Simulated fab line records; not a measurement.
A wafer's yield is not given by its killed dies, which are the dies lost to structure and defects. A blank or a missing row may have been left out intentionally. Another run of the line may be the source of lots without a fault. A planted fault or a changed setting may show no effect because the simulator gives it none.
Split-lot experiment ; flow n5-finfet ; 21 wafers read across 7 lots, on a route 1938 steps long

== ON THE SPLIT ==
At N5_BEOL_M11_TRENCH_ETCH_37 (etches SiCOH lowk in C4F6/O2, target depth 148.83 nm, time 48 s), the setting bias-w was moved away from the recipe's 185 W on 5 of the 21 wafers read, by -12.8% to +9.1%. All remaining wafers had this setting at the recipe value.

The reading is taken at the split's own step.

== THE READING ==
rf-vpp-V, in V, at N5_BEOL_M11_TRENCH_ETCH_37 (etches SiCOH lowk in C4F6/O2, target depth 148.83 nm, time 48 s). On this fab line, fault-free wafers typically give 673 V with a standard deviation of 8.3 V.

wafer;tool, chamber at the split;bias-w as run, W;against the recipe;rf-vpp-V, V;against lot-mates on the recipe
L077.2;rie-diel-02, 3;201.8;+9.1%;716;+50
L077.3;rie-diel-02, 0;201.8;+9.1%;720;+54
L077.4;rie-diel-02, 2;185;recipe;666;-
L076.1;rie-diel-05, 0;185;recipe;679;-
L076.3;rie-diel-05, 2;185;recipe;667;-
L076.5;rie-diel-05, 3;185;recipe;670;-
L080.1;rie-diel-05, 3;185;recipe;670;-
L080.3;rie-diel-05, 2;185;recipe;667;-
L080.6;rie-diel-05, 1;185;recipe;694;-
L085.1;rie-diel-05, 2;185;recipe;667;-
L085.3;rie-diel-05, 3;185;recipe;671;-
L085.6;rie-diel-05, 1;185;recipe;693;-
L088.2;rie-diel-03, 1;185;recipe;670;-
L088.4;rie-diel-03, 0;161.3;-12.8%;597;-70
L088.6;rie-diel-03, 0;185;recipe;665;-
L093.3;rie-diel-02, 2;185;recipe;665;-
L093.4;rie-diel-02, 0;185;recipe;672;-
L093.6;rie-diel-02, 1;185;recipe;674;-
L095.1;rie-diel-05, 3;185;recipe;670;-
L095.2;rie-diel-05, 0;167.9;-9.2%;628;-42
L095.4;rie-diel-05, 1;167.9;-9.2%;642;-28

FIT RESULTS
A straight line over all 21 wafers: rf-vpp-V changes by +4.98 V for each +1% of bias-w; r = +0.94; the points scatter about the line by 9.1 V.
The same after taking each lot's own level away (the mean of its wafers on the recipe; 21 wafers): +5.03 V for each +1%; r = +0.95; scatter 8.6 V.
That fit puts the effect of the largest move of bias-w on the reading at 64 V.
The lots' own levels span 666.0 to 677.0 V, that is 1.3 times the standard deviation above.
The two slopes agree, so the slope changes little with the lot-to-lot level.
Check: for one of the wafers moved furthest among these (-12.8%), held out of the fit, the line's prediction against its lot-mates is -59 V. It came out at -70.5 V against them.
Tool readings at the split's step, against how far the setting was moved: rf-vpp-V r = +0.94.

== THESE WAFERS: OTHER SPLITS ==
Before the reading, these wafers also passed through other splits. Each is held against what the fit with the lots' levels taken away leaves over:
other split on the same wafers;wafers away from the commonest value;r with rf-vpp-V (lot level and that fit taken away)
N5_BEOL_M6_COAT_22 spin-rpm;6;+0.21
N5_BEOL_M7_COAT_05 spin-rpm;11;+0.04
N5_BEOL_M8_COAT_05 spin-rpm;6;-0.07
N5_BEOL_M10_PECVD_70 temp-c;6;-0.04
N5_BEOL_M10_HM_DEP_02 target-thk-a;7;-0.43
N5_BEOL_M11_PECVD_70 time-s;7;-0.09

== FILE'S OWN FIT ==
rf-vpp-V changes by +5.11 V for each +1% of bias-w, r = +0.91.
